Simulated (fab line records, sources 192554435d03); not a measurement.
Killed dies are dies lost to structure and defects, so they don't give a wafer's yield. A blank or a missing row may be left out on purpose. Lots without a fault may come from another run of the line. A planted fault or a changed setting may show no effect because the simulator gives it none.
A struck lot beside a sound one | flow n5_finfet | 37 steps out of a route of 1938
Sound: wafers L991.1, L991.3, L991.4. Struck: wafers L985.3, L985.4, L985.6. The cause comes at the end.
At each step with rows: each side's tool, then ch and its chambers, then its first start. Under that, the readings that differ: sound wafers | struck wafers | difference of the means | sigmas: that difference in standard deviations of wafers without a fault.
alike: readings whose means differ by less than 2 such deviations, and words and numbers that are the same on both sides. not compared: withheld readings, readings that some wafer has no value for, bounds like >300 that may hide the same value, and numbers for which the record gives no deviation and whose values overlap.
The two part at a step that has a row with sigmas, a row that says differs or no value, or rows on one side only. Numbers that don't overlap but have no deviation are shown without sigmas and don't part them. A reading that every wafer of one side lacks parts them only if that side has two wafers or more.

first, 9 steps without rows for these wafers: N5_PASSIVATION_HARDBAKE_11 (time 120 s); N5_PASSIVATION_DESCUM_12 (chemistry O2, time 7.9 s); N5_PASSIVATION_PASS_ETCH_74 (etches SiNx in CF4/O2, target depth 220 nm, time 110 s); N5_PASSIVATION_VIA_ETCH_13 (etches SiO2 in CHF3/O2, target depth 660 nm, time 330 s); N5_PASSIVATION_STRIP_14 (strips in O2); N5_PASSIVATION_ETCH_15 (etches SiCN in CF4/N2, target depth 75 nm, time 81.2 s); N5_PASSIVATION_STRIP_73 (strips in post etch residue remover, time 60 s); N5_PASSIVATION_SRD_17 (time 30 s, dry time 30 s); N5_PASSIVATION_DEGAS_18 (time 60 s).
N5_PASSIVATION_PRE_CLEAN_19:
  sound on pvd_sputter-01, day 17 00:39; struck on pvd_sputter-03, day 16 09:56
  alike: heater_power_w
then, 26 steps without rows for these wafers: N5_PASSIVATION_SPUTTER_20 (material TaN, target thk 50 nm); N5_PASSIVATION_AL_DEP_21 (deposits Al, target thk 2800 nm, time 170 s); N5_PASSIVATION_HMDS_23 (time 60 s); N5_PASSIVATION_COAT_24; N5_PASSIVATION_EBR_26; N5_PASSIVATION_SOFTBAKE_25 (time 90 s); N5_PASSIVATION_EXPOSE_27 (exposes mask PAD, defocus 0 nm); N5_PASSIVATION_PEB_28; N5_PASSIVATION_DEVELOP_29 (develop time 60 s); N5_PASSIVATION_HARDBAKE_31 (time 120 s); N5_PASSIVATION_DESCUM_32 (chemistry O2, time 7.9 s); N5_PASSIVATION_AL_ETCH_33 (etches Al in Cl2/BCl3, stops on TaN, target depth 2800 nm, time 466.7 s); N5_PASSIVATION_ETCH_59 (etches TaN in Cl2/BCl3, target depth 65 nm, time 34.9 s); N5_PASSIVATION_STRIP_34 (strips in O2); N5_PASSIVATION_STRIP_51 (strips in post etch residue remover, time 1200 s); N5_PASSIVATION_CLEAN_69 (cleans in IPA, time 180 s); N5_PASSIVATION_SRD_70 (time 30 s); N5_PASSIVATION_PECVD_53 (deposits SiO2 from TEOS/O2, target thk 800 nm, time 169.4 s); N5_PASSIVATION_PECVD_35 (deposits SiNx from SiH4/NH3/N2, target thk 700 nm, time 151.3 s); N5_PASSIVATION_HMDS_37 (time 60 s); N5_PASSIVATION_COAT_38; N5_PASSIVATION_EBR_40; N5_PASSIVATION_SOFTBAKE_39 (time 120 s); N5_PASSIVATION_EXPOSE_41 (exposes mask PASS OPEN, defocus 0 nm, target cd 40000 nm); N5_PASSIVATION_PEB_42; N5_PASSIVATION_DEVELOP_43 (develop time 60 s).
N5_PASSIVATION_PROBE_49:
  the record has rows for the struck wafers here (prober-01, day 16 16:07) and none for the sound ones

WHERE THEY PART
Only at N5_PASSIVATION_PROBE_49, within this record.

WHY: what the simulator had put in
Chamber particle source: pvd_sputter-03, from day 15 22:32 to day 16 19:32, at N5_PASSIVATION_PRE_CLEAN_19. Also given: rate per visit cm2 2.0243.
